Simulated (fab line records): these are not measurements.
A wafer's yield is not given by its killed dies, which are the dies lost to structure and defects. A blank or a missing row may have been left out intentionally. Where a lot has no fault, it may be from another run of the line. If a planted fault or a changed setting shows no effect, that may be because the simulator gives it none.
Lot-split experiment | flow n5_finfet | 21 wafers read from 7 lots, route of 1938 steps

## ABOUT THE SPLIT
At N5_BEOL_M0_ETCH_138 (etches SiCN in CH3F/O2, target depth 12 nm, time 31.6 s), the setting source_w was moved away from the recipe's 395 W on 7 of the 21 wafers read, by +6.5% to +17.7%. The other wafers ran this setting at the recipe's value.

The split's own step is where the reading is taken.

## THE READING
rf_vpp_V, in V, at N5_BEOL_M0_ETCH_138 (etches SiCN in CH3F/O2, target depth 12 nm, time 31.6 s). A value of 297.5 V with a standard deviation of 1.5 V is what fault-free wafers of this fab line usually give.

wafer  | tool, chamber at the split | source_w as run, W | against the recipe | rf_vpp_V, V | against lot-mates on the recipe
L075.2 | rie_diel-06, 1             | 395                | recipe             | 295.9       | -
L075.4 | rie_diel-06, 1             | 395                | recipe             | 296.8       | -
L075.6 | rie_diel-06, 3             | 395                | recipe             | 299.0       | -
L077.2 | rie_diel-01, 1             | 395                | recipe             | 297.4       | -
L077.3 | rie_diel-01, 2             | 395                | recipe             | 297.0       | -
L077.6 | rie_diel-01, 2             | 395                | recipe             | 297.7       | -
L085.3 | rie_diel-01, 0             | 464.9              | +17.7%             | 282.6       | -15.7
L085.4 | rie_diel-01, 2             | 395                | recipe             | 298.3       | -
L085.6 | rie_diel-01, 2             | 464.9              | +17.7%             | 282.7       | -15.6
L087.2 | rie_diel-06, 1             | 395                | recipe             | 297.0       | -
L087.3 | rie_diel-06, 0             | 395                | recipe             | 299.4       | -
L087.6 | rie_diel-06, 3             | 395                | recipe             | 300.0       | -
L090.2 | rie_diel-01, 0             | 395                | recipe             | 298.2       | -
L090.5 | rie_diel-01, 1             | 420.8              | +6.5%              | 290.3       | -7.9
L090.6 | rie_diel-01, 2             | 420.8              | +6.5%              | 291.6       | -6.6
L094.2 | rie_diel-06, 0             | 395                | recipe             | 298.3       | -
L094.3 | rie_diel-06, 2             | 437.9              | +10.9%             | 287.5       | -10.8
L094.6 | rie_diel-06, 1             | 437.9              | +10.9%             | 286.3       | -12.0
L096.1 | rie_diel-04, 0             | 395                | recipe             | 297.3       | -
L096.2 | rie_diel-04, 3             | 395                | recipe             | 294.2       | -
L096.4 | rie_diel-04, 2             | 425.3              | +7.7%              | 292.3       | -3.4

THE FIT
A straight line over all 21 wafers: rf_vpp_V changes by -0.878 V for each +1% of source_w; r = -0.97; the points scatter about the line by 1.4 V.
The same after taking each lot's own level away (the mean of its wafers on the recipe; 21 wafers): -0.913 V for each +1%; r = -0.97; scatter 1.4 V.
According to that fit, moving source_w by its largest amount changes the reading by 16 V.
The lots' own levels span 295.75 to 298.80 V, that is 2.0 times the standard deviation above.
Hence the lot-to-lot level has little effect on the slope; both slopes agree.
Check: with one of the wafers moved furthest among these (+17.7%) left out of the fit, the line predicts -16.4 V for it against its lot-mates. It came out at -15.7 V against them.
Tool readings at the split's step, against how far the setting was moved: rf_vpp_V r = -0.97.

## THE OTHER SPLITS THESE WAFERS WENT THROUGH
Other splits were also applied to these wafers ahead of the reading. Each is held against what the fit with the lots' levels taken away leaves over:
other split on the same wafers              | wafers away from the commonest value | r with rf_vpp_V (lot level and that fit taken away)
N5_BEOL_M0_SAQP_SPACER2_ALD_26 target_thk_a | 9                                    | -0.27
N5_BEOL_M0_SAQP_EXPOSE_37 dose_mj           | 9                                    | -0.08

## FILE'S OWN FIT
rf_vpp_V changes by -0.889 V for each +1% of source_w, r = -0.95.
